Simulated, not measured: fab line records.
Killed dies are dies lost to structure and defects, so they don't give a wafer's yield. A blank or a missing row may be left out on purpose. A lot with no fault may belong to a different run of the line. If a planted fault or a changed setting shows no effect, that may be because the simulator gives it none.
fab line records ; flow n5Finfet
[record] lots = 6; wafers = 15; lastDay = 17
route steps=1938 shown BEOL_M12@1624 PASSIVATION@1936
lots that met no fault: from a run of the same line without faults
startH: hours from the record's opening day to when the first of the lot's shown wafers began ; waitH: how many hours have passed since the lot's step before this one ; " the same as in the row above ; L1.1+2: a row that stands for several wafers ; - value missing, or start not given ; * or withheld: withheld ; < > ~ a bound
route shown NAME@n: names a module that has steps shown in the file, with the first one's number in the route ; usual: mean/standard deviation taken from wafers without a fault ; same: alike in all rows ; chamber/n: place in a boat ; sites: per-site readings ; _std_site: the standard deviation of these ; _edge_site: the outer-site mean with the inner-site mean subtracted ; radiusMm: how far each site lies from the wafer's centre ; mask NAME#n: copy n ; behind: the most recent tool/chamber to have shaped the wafer ; hold: cause of the lot's hold/its duration in hours/its outcome ; device: names the non-switching transistor (n, p or np) ; end of line: the tests these same wafers got at the end of their route ; a step with no rows: only its recipe ; killed: the dies lost at the first sort to structure and to defects; this is not the yield of the wafer ; map: shows each die of a wafer: x if killed, . if not, _ if none is there
set.NAME: the setting that was run; set.NAME@STEP: the one run at that earlier step ; model.NAME: the simulator's own value behind a step, which no gauge read
certain route steps with their lots: each step a table, each wafer a row
[[steps]]
[step N5_BEOL_M12_COAT_66]
[recipe] resist = SiARC; tempC = 220; timeS = 60; spinRpm = 1500; resistThkNm = 110
[step N5_BEOL_M12_COAT_22]
[recipe] spinRpm = 2888; resistThkNm = 300
[step N5_BEOL_M12_EBR_24]
[recipe] solvent = PGMEA; ebrWidthMm = 1.5
[step N5_BEOL_M12_SOFTBAKE_23]
[recipe] tempC = 130; timeS = 60
[step N5_BEOL_M12_EXPOSE_25]
[recipe] maskId = M12; na = 0.93; sourceShape = conventional; sigmaOuter = 0.4; polarization = unpolarized; doseMj = 21.8
[step N5_BEOL_M12_PEB_26]
[recipe] pebTempC = 130; pebTimeS = 90
[step N5_BEOL_M12_DEVELOP_27]
[recipe] developTimeS = 45; rinseLiquid = diw; dry = airSpin; devTempC = 21
[step N5_BEOL_M12_HARDBAKE_32]
[recipe] tempC = 130; timeS = 120
[step N5_BEOL_M12_CD_MEAS_28]
[recipe] targetCdNm = 160.2; landingEnergyEv = 500; detector = seInlens; polarity = opening
[usual] cdNm = 159.7/1.8
lot.wafer;tool;chamber;startH;waitH;cdNm
L259.1;cdSem-01;0;292.07;-;159.0
L259.4;cdSem-01;0;292.07;-;158.9
L262.1;cdSem-03;0;302.77;-;160.2
L262.5;cdSem-03;0;302.77;-;158.2
L264.1;cdSem-03;0;313.67;-;164.8
L264.4;cdSem-03;0;313.67;-;162.2
L264.5;cdSem-03;0;313.67;-;160.9
L267.4;cdSem-02;0;322.98;-;159.1
L267.5;cdSem-02;0;322.98;-;158.9
L267.6;cdSem-02;0;322.98;-;162.3
L268.3;cdSem-02;0;327.69;-;163.4
L268.4;cdSem-02;0;327.69;-;160.2
L268.6;cdSem-02;0;327.69;-;161.9
L272.3;cdSem-01;0;362.57;-;160.0
L272.4;cdSem-01;0;362.57;-;160.5
[step N5_BEOL_M12_OVL_MEAS_29]
[recipe] pointsPerWafer = 44
[usual] M12_OVL = -4/5
lot.wafer;tool;chamber;startH;waitH;M12_OVL[nm]
L259.1;overlay-02;0;292.10;0.0;-6
L259.4;overlay-02;0;292.10;0.0;-9
L262.1;overlay-01;0;302.80;0.0;0
L262.5;overlay-01;0;302.80;0.0;-3
L264.1;overlay-01;0;313.70;0.0;6
L264.4;overlay-01;0;313.70;0.0;-2
L264.5;overlay-01;0;313.70;0.0;-2
L267.4;overlay-01;0;323.01;0.0;-4
L267.5;overlay-01;0;323.01;0.0;-3
L267.6;overlay-01;0;323.01;0.0;-8
L268.3;overlay-02;0;327.72;0.0;2
L268.4;overlay-02;0;327.72;0.0;-3
L268.6;overlay-02;0;327.72;0.0;-8
L272.3;overlay-01;0;362.60;0.0;-2
L272.4;overlay-01;0;362.60;0.0;-12
[step N5_BEOL_M12_INSPECT_30]
[recipe] mode = adi; inspectInstrument = macro
[usual] rawDefectCount = 2.1/1.2
lot.wafer;tool;chamber;startH;waitH;rawDefectCount
L259.1;defectInspect-02;-;292.12;0.0;2
L259.4;defectInspect-02;-;292.12;0.0;0
L262.1;defectInspect-02;-;302.83;0.0;2
L262.5;defectInspect-02;-;302.83;0.0;2
L264.1;defectInspect-02;-;313.85;0.1;3
L264.4;defectInspect-02;-;313.85;0.1;2
L264.5;defectInspect-02;-;313.85;0.1;1
L267.4;defectInspect-02;-;323.03;0.0;2
L267.5;defectInspect-02;-;323.03;0.0;2
L267.6;defectInspect-02;-;323.03;0.0;3
L268.3;defectInspect-02;-;327.75;0.0;4
L268.4;defectInspect-02;-;327.75;0.0;3
L268.6;defectInspect-02;-;327.75;0.0;3
L272.3;defectInspect-02;-;362.62;0.0;2
L272.4;defectInspect-02;-;362.62;0.0;1
[step N5_BEOL_M12_DESCUM_33]
[recipe] chemistry = O2; timeS = 7.9; sourcePowerW = 50; biasPowerW = 20; pressureMtorr = 20; rfFrequencyHz = 2.712e+07; tempC = 40; o2FlowSccm = 225
[usual] drypumpMotorCurrentA = 5.52/0.28; oesProductAu = 0.78/0.072; rfVppV = 242.6/1.4; showerheadPlenumPTorr = 2.07/0.078; throttleValvePct = 20.51/0.27
lot.wafer;tool;chamber;startH;waitH;drypumpMotorCurrentA;oesProductAu;rfHoursCounterH;rfVppV;showerheadPlenumPTorr;throttleValvePct
L259.1;rieDiel-01;0;292.38;0.3;5.43;0.89;40;242.7;2.06;20.40
L259.4;rieDiel-01;3;292.38;0.3;5.42;0.70;215;242.5;2.07;20.13
L262.1;rieDiel-01;0;303.20;0.4;5.50;0.88;43;242.8;2.06;20.41
L262.5;rieDiel-01;3;303.20;0.4;5.40;0.69;-;241.8;2.07;20.15
L264.1;rieDiel-03;3;313.88;0.0;5.78;0.82;75;243.1;2.05;20.56
L264.4;rieDiel-03;2;313.88;0.0;5.60;0.72;232;240.8;1.87;20.56
L264.5;rieDiel-03;3;313.88;0.0;5.74;0.83;-;242.3;2.05;20.55
L267.4;rieDiel-03;2;323.08;0.0;5.57;0.71;234;240.9;1.87;20.55
L267.5;rieDiel-03;2;323.08;0.0;5.58;0.71;-;239.8;1.87;20.55
L267.6;rieDiel-03;1;323.08;0.0;5.68;0.72;-;240.2;1.99;20.59
L268.3;rieDiel-03;3;327.78;0.0;5.77;0.81;80;241.3;2.05;20.56
L268.4;rieDiel-03;1;327.78;0.0;5.70;0.72;178;241.8;1.99;20.59
L268.6;rieDiel-03;2;327.78;0.0;5.59;0.71;-;239.9;1.87;20.56
L272.3;rieDiel-01;2;362.92;0.3;5.96;0.78;142;243.6;2.11;20.81
L272.4;rieDiel-01;0;362.92;0.3;5.46;0.84;64;241.4;2.05;20.45
[step N5_BEOL_M12_ETCH_67]
[recipe] chemistry = CF4; target = SiARC; targetDepthA = 1430; timeS = 238.3; ionEnergyEv = 80; pressureMtorr = 40; sourceW = 545; biasW = 36; Ar_flow_sccm = 100; cf4FlowSccm = 100; ends = cleared
[usual] drypumpMotorCurrentA = 5.52/0.28; etchRfOnTimeS = 234/5.6; oesProductAu = 0.68/0.064; rfVppV = 183.7/1.2; showerheadPlenumPTorr = 2.11/0.072; throttleValvePct = 15.65/0.25
lot.wafer;tool;chamber;startH;waitH;drypumpMotorCurrentA;etchRfOnTimeS;oesProductAu;rfHoursCounterH;rfVppV;showerheadPlenumPTorr;throttleValvePct
L259.1;rieDiel-01;0;292.41;0.0;5.48;146;1.02;40;183.3;2.09;15.34
L259.4;rieDiel-01;3;292.41;0.0;5.42;238;0.60;215;184.1;2.12;15.37
L262.1;rieDiel-01;0;303.24;0.0;5.45;147;1.01;43;184.1;2.09;15.33
L262.5;rieDiel-01;3;303.24;0.0;5.46;236;0.60;-;184.7;2.12;15.39
L264.1;rieDiel-03;3;313.92;0.0;5.78;234;0.71;75;182.0;2.09;15.60
L264.4;rieDiel-03;2;313.92;0.0;5.57;239;0.60;232;181.9;1.95;15.95
L264.5;rieDiel-03;3;313.92;0.0;5.79;232;0.71;-;182.2;2.09;15.60
L267.4;rieDiel-03;2;323.12;0.0;5.58;239;0.60;234;181.7;1.95;15.94
L267.5;rieDiel-03;2;323.12;0.0;5.57;242;0.60;-;180.9;1.95;15.96
L267.6;rieDiel-03;1;323.12;0.0;5.72;238;0.62;-;183.8;2.04;15.80
L268.3;rieDiel-03;3;327.81;0.0;5.79;233;0.71;80;182.7;2.09;15.60
L268.4;rieDiel-03;1;327.81;0.0;5.69;238;0.62;178;182.8;2.04;15.80
L268.6;rieDiel-03;2;327.81;0.0;5.58;238;0.60;-;181.3;1.95;15.95
L272.3;rieDiel-01;2;362.96;0.0;5.92;230;0.67;142;183.6;2.14;15.91
L272.4;rieDiel-01;0;362.96;0.0;5.43;229;0.74;64;185.3;2.08;15.37
[step N5_BEOL_M12_ETCH_68]
[recipe] chemistry = N2/H2; target = SOC; maskMaterial = SiARC; sourceW = 3000; biasW = 350; tempC = 40; timeS = 285; ionEnergyEv = 200; pressureMtorr = 30; n2FlowSccm = 200; h2FlowSccm = 200
[usual] drypumpMotorCurrentA = 5.53/0.28; oesProductAu = 0.79/0.071; rfVppV = 522.8/2.7; showerheadPlenumPTorr = 2.50/0.095; throttleValvePct = 17.80/0.25
lot.wafer;tool;chamber;startH;waitH;drypumpMotorCurrentA;oesProductAu;rfHoursCounterH;rfVppV;showerheadPlenumPTorr;throttleValvePct
L259.1;rieDiel-01;0;292.56;0.1;5.47;0.89;40;521.6;2.48;17.50
L259.4;rieDiel-01;3;292.56;0.1;5.41;0.71;215;523.2;2.53;17.59
L262.1;rieDiel-01;0;303.39;0.1;5.46;0.88;43;522.9;2.48;17.51
L262.5;rieDiel-01;3;303.39;0.1;5.39;0.70;-;522.1;2.53;17.61
L264.1;rieDiel-03;3;314.06;0.1;5.79;0.83;75;522.4;2.46;17.63
L264.4;rieDiel-03;2;314.06;0.1;5.58;0.71;232;515.4;2.29;17.87
L264.5;rieDiel-03;3;314.06;0.1;5.76;0.82;-;522.5;2.46;17.64
L267.4;rieDiel-03;2;323.26;0.1;5.58;0.70;235;516.5;2.28;17.86
L267.5;rieDiel-03;2;323.26;0.1;5.59;0.70;-;518.3;2.28;17.86
L267.6;rieDiel-03;1;323.26;0.1;5.68;0.72;-;521.6;2.41;17.87
L268.3;rieDiel-03;3;327.96;0.1;5.79;0.82;80;520.9;2.46;17.65
L268.4;rieDiel-03;1;327.96;0.1;5.72;0.72;178;520.6;2.41;17.89
L268.6;rieDiel-03;2;327.96;0.1;5.60;0.71;-;517.8;2.28;17.87
L272.3;rieDiel-01;2;363.10;0.1;5.93;0.78;142;525.7;2.55;18.07
L272.4;rieDiel-01;0;363.10;0.1;5.46;0.85;64;521.0;2.47;17.55
[step N5_PASSIVATION_PROBE_49]
[usual] defectLimitedYield = 91.3/1.3; killed_at_M0_to_M3 = 36/12; killed_at_M4_up = 13/4.6; killedAtContacts = 13/5.4; killedAtFrontEnd = 37/10; killedAtOther = 3.6/2.9; killedDies = 102/15; killedOnRim = 13/4; killedOpen = 67/12; killedShort = 33/7.5; sort_bin_4_leakage = 0.00/0.023; sort_bin_5_function = 5.1/0.93; sort_bin_6_memory = 3.2/0.62; sortNPass = 1078/15; sortYieldPct = 91.3/1.3
[same] grossDies = 1180; killedAtBackSide = 0; sort_bin_8_speed[%] = 0
lot.wafer;tool;chamber;startH;waitH;defectLimitedYield[%];killed_at_M0_to_M3;killed_at_M4_up;killedAtContacts;killedAtFrontEnd;killedAtOther;killedDies;killedOnRim;killedOpen;killedShort;sort_bin_4_leakage[%];sort_bin_5_function[%];sort_bin_6_memory[%];sortNPass;sortYieldPct[%]
L259.1;prober-01;-;329.17;0.2;91.5;35;12;25;24;4;100;22;65;29;0;5.4;2.5;1080;91.5
L259.4;prober-01;-;329.32;0.3;91.7;34;8;18;35;3;98;14;69;29;0;4.7;3.1;1082;91.7
L262.1;prober-01;-;342.10;0.0;93.9;16;14;9;28;5;72;7;49;22;0;3.1;2.7;1108;93.9
L262.5;prober-01;-;342.30;0.2;91.4;29;14;17;39;2;101;10;73;25;0;4.4;3.7;1079;91.4
L264.1;prober-02;-;354.40;0.0;90.7;36;17;7;50;0;110;15;75;34;0;5.7;3.2;1070;90.7
L264.4;prober-02;-;354.55;0.2;91.7;27;17;9;39;6;98;11;59;39;0;4.7;3.0;1082;91.7
L264.5;prober-02;-;354.60;0.2;92.7;15;19;11;38;3;86;12;60;25;0;4.3;2.9;1094;92.7
L267.4;prober-01;-;365.47;0.2;91.1;32;20;12;39;2;105;6;75;28;0;5.8;2.7;1075;91.1
L267.5;prober-01;-;365.52;0.2;90.8;42;17;10;33;6;108;19;65;41;0;6.1;2.6;1072;90.8
L267.6;prober-01;-;365.57;0.3;92.5;34;12;6;36;1;89;9;56;31;0;4.4;2.9;1091;92.5
L268.3;prober-02;-;372.68;0.1;91.0;52;11;12;31;0;106;15;75;30;0;5.7;3.0;1074;91.0
L268.4;prober-02;-;372.73;0.2;90.4;43;16;15;38;1;113;12;79;34;0.25;5.6;3.8;1064;90.2
L268.6;prober-02;-;372.83;0.3;91.4;45;8;17;32;0;102;15;73;27;0;4.6;3.7;1078;91.4
L272.3;prober-01;-;400.32;0.1;90.9;38;5;29;32;3;107;15;74;31;0;5.5;3.1;1073;90.9
L272.4;prober-01;-;400.37;0.2;90.3;47;7;17;42;1;114;12;75;39;0;6.1;3.4;1066;90.3
// killed by level:class
L259.1 MOL_CONTACT_COAG:geometricParticle:open=21 BEOL_M0_SAQP:geometricParticle:open=12 BEOL_M0_SAQP:geometricParticle:short=6 MOL_CONTACT_COAG:geometricParticle:short=4 BEOL_M8:geometricParticle:open=4 HKMG_FIN:areaEtch=4 FIN_SAQP:geometricParticle:open=3 DUMMY_GATE:geometricParticle:open=3
L259.4 MOL_CONTACT_COAG:geometricParticle:open=16 BEOL_M0_SAQP:geometricParticle:open=10 GATE_CUT:geometricParticle:open=9 BEOL_M0_SAQP:geometricParticle:short=6 FIN_SAQP:geometricParticle:open=5 BEOL_M1:geometricParticle:open=5 BEOL_M3:geometricParticle:open=5 STI_FIN_REVEAL:geometricParticle:open=4
L262.1 MOL_CONTACT_COAG:geometricParticle:open=9 BEOL_M0_SAQP:geometricParticle:short=6 FIN_SAQP:geometricParticle:open=5 DUMMY_GATE:geometricParticle:open=5 BEOL_M0_SAQP:geometricParticle:open=4 BEOL_M4:geometricParticle:open=4 STARTING-WAFER:geometricParticle:short=4 ILD0:geometricParticle:open=3
L262.5 MOL_CONTACT_COAG:geometricParticle:open=16 FIN_SAQP:geometricParticle:open=14 BEOL_M0_SAQP:geometricParticle:short=7 BEOL_M0_SAQP:geometricParticle:open=6 FIN_SAQP:geometricParticle:short=5 DUMMY_GATE:geometricParticle:open=5 STI_FIN_REVEAL:geometricParticle:open=4 BEOL_M4:geometricParticle:open=4
L264.1 STI_FIN_REVEAL:geometricParticle:open=14 BEOL_M0_SAQP:geometricParticle:open=11 FIN_SAQP:geometricParticle:short=9 BEOL_M2:geometricParticle:open=8 FIN_SAQP:geometricParticle:open=7 MOL_CONTACT_COAG:geometricParticle:open=7 BEOL_M0_SAQP:geometricParticle:short=7 STI_FIN_REVEAL:geometricParticle:short=6
L264.4 STI_FIN_REVEAL:geometricParticle:open=10 MOL_CONTACT_COAG:geometricParticle:open=8 BEOL_M4:geometricParticle:open=7 BEOL_M1:geometricParticle:open=6 BEOL_M2:geometricParticle:short=6 FIN_SAQP:geometricParticle:short=5 GATE_CUT:geometricParticle:short=5 BEOL_M0_SAQP:geometricParticle:short=5
L264.5 FIN_SAQP:geometricParticle:short=12 MOL_CONTACT_COAG:geometricParticle:open=11 BEOL_M4:geometricParticle:open=11 BEOL_M1:geometricParticle:open=8 STI_FIN_REVEAL:geometricParticle:open=6 FIN_SAQP:geometricParticle:open=5 GATE_CUT:geometricParticle:open=3 BEOL_M0_SAQP:geometricParticle:open=3
L267.4 BEOL_M4:geometricParticle:open=10 STI_FIN_REVEAL:geometricParticle:open=10 MOL_CONTACT_COAG:geometricParticle:open=8 BEOL_M1:geometricParticle:open=7 GATE_CUT:geometricParticle:short=6 BEOL_M3:geometricParticle:open=6 DUMMY_GATE:geometricParticle:open=5 BEOL_M2:geometricParticle:open=5
L267.5 BEOL_M0_SAQP:geometricParticle:short=12 MOL_CONTACT_COAG:geometricParticle:open=9 BEOL_M0_SAQP:geometricParticle:open=9 STI_FIN_REVEAL:geometricParticle:open=8 GATE_CUT:geometricParticle:short=6 BEOL_M2:geometricParticle:open=6 GATE_CUT:geometricParticle:open=4 MIM_TOP:geometricParticle:short=4
L267.6 STI_FIN_REVEAL:geometricParticle:open=8 BEOL_M2:geometricParticle:open=7 BEOL_M3:geometricParticle:open=7 BEOL_M4:geometricParticle:open=7 BEOL_M0:geometricParticle:open=6 GATE_CUT:geometricParticle:short=5 FIN_SAQP:geometricParticle:short=4 GATE_CUT:geometricParticle:open=4
L268.3 BEOL_M3:geometricParticle:open=15 MOL_CONTACT_COAG:geometricParticle:open=11 BEOL_M2:geometricParticle:open=11 BEOL_M0_SAQP:geometricParticle:open=10 BEOL_M0_SAQP:geometricParticle:short=8 STI_FIN_REVEAL:geometricParticle:open=5 DUMMY_GATE:geometricParticle:open=5 FIN_SAQP:geometricParticle:short=3
L268.4 MOL_CONTACT_COAG:geometricParticle:open=15 FIN_SAQP:geometricParticle:open=11 BEOL_M0_SAQP:geometricParticle:short=10 BEOL_M0_SAQP:geometricParticle:open=8 BEOL_M3:geometricParticle:open=8 FIN_SAQP:geometricParticle:short=7 STI_FIN_REVEAL:geometricParticle:open=6 BEOL_M2:geometricParticle:open=6
L268.6 MOL_CONTACT_COAG:geometricParticle:open=14 STI_FIN_REVEAL:geometricParticle:open=11 BEOL_M2:geometricParticle:open=10 BEOL_M0_SAQP:geometricParticle:short=8 BEOL_M0_SAQP:geometricParticle:open=8 BEOL_M3:geometricParticle:open=7 BEOL_M1:geometricParticle:open=5 GATE_CUT:geometricParticle:open=4
L272.3 MOL_CONTACT_COAG:geometricParticle:open=22 BEOL_M0_SAQP:geometricParticle:open=16 FIN_SAQP:geometricParticle:open=10 BEOL_M0_SAQP:geometricParticle:short=7 MOL_CONTACT_COAG:geometricParticle:short=7 FIN_SAQP:geometricParticle:short=5 BEOL_M3:geometricParticle:open=5 GATE_CUT:geometricParticle:short=4
L272.4 BEOL_M0_SAQP:geometricParticle:short=14 MOL_CONTACT_COAG:geometricParticle:open=13 BEOL_M0_SAQP:geometricParticle:open=13 FIN_SAQP:geometricParticle:open=11 FIN_SAQP:geometricParticle:short=8 BEOL_M1:geometricParticle:open=7 BEOL_M3:geometricParticle:open=7 MOL_CONTACT_COAG:geometricParticle:short=4
[[key]]
[firstSign] step = N5_BEOL_M12_ETCH_67; reading = etchRfOnTimeS; direction = down; sigmas = 16; usual = *; struck = *
[effect] step = N5_BEOL_M12_ETCH_67; reading = oesProductAu; direction = up; sigmas = 5.3; usual = 0.68; struck = 1.02
metAt N5_BEOL_M12_ETCH_67
struckWafers L259.1,L262.1
[fault] kind = processParameterDrift; tool = rieDiel-01; chamber = -; onsetH = 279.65; steps = N5_BEOL_M12_ETCH_67; channel = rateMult; offset = 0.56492; shape = step; endH = 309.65; scope = struckWafersOnly
